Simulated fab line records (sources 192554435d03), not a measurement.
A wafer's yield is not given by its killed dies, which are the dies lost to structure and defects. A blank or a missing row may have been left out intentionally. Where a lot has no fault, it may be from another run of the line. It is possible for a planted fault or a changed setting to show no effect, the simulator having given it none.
Chamber matching -- flow n5 finfet -- N5_FIN_CUT_CUT_ETCH_15 on rie si-02 has 4 sister chambers
The step etches Si in HBr/Cl2/O2, target depth 100 nm, bt time 10 s, time 42.4 s. 14 wafers are shown with their chamber, then 7 later ones without.

WAFERS PAIRED WITH THEIR CHAMBERS
wafer,chamber,throttle valve pct (%),drypump motor current A (A),oes product au (a.u.)
L750.2,1,37.01,5.54,0.994
L750.4,2,37.48,5.94,0.976
L750.5,2,37.47,5.95,0.973
L753.2,0,37.45,5.19,1.015
L753.3,1,37.00,5.48,0.994
L753.6,3,37.24,6.02,1.007
L755.1,1,37.01,5.48,0.991
L755.3,0,37.46,5.21,1.017
L755.6,0,37.46,5.23,1.020
L760.2,2,37.47,5.93,0.968
L760.4,1,37.01,5.49,0.991
L760.5,3,37.23,6.02,0.999
L762.4,0,37.46,5.22,1.015
L762.5,3,37.25,6.00,1.000

SIGNATURES (means of the wafers above)
reading,chamber 0,chamber 1,chamber 2,chamber 3,scatter within a chamber
throttle valve pct,37.4575,37.0075,37.4733,37.2400,0.00645
drypump motor current A,5.2125,5.4975,5.9400,6.0133,0.0195
oes product au,1.01675,0.99250,0.97233,1.00200,0.00311
Rule: distance of a wafer from a chamber = root of the sum over the readings of ((wafer's reading minus chamber's mean) / reading's scatter) squared. The wafer belongs to the nearest chamber; if the next one is less than 2 further off, it can't be placed. The scatter is the square root of a quotient: the sum, over the shown wafers, of each reading's squared deviation from its chamber's mean, divided by wafers minus chambers.

WAFERS WITH NO CHAMBER GIVEN
wafer,throttle valve pct (%),drypump motor current A (A),oes product au (a.u.)
L762.6,37.46,5.21,1.014
L764.1,37.00,5.49,0.992
L764.2,37.22,6.02,1.004
L764.6,37.00,5.52,0.992
L766.2,37.46,5.25,1.019
L766.3,37.01,5.48,0.983
L766.6,37.00,5.47,0.992

WHICH CHAMBER EACH WENT THROUGH
wafer,from the rows above,in truth
L762.6,0,0
L764.1,1,1
L764.2,3,3
L764.6,1,1
L766.2,0,0
L766.3,1,1
L766.6,1,1
Correct placement for 7 of the 7. Left unplaced by these rows: 0. Wrongly placed: 0.
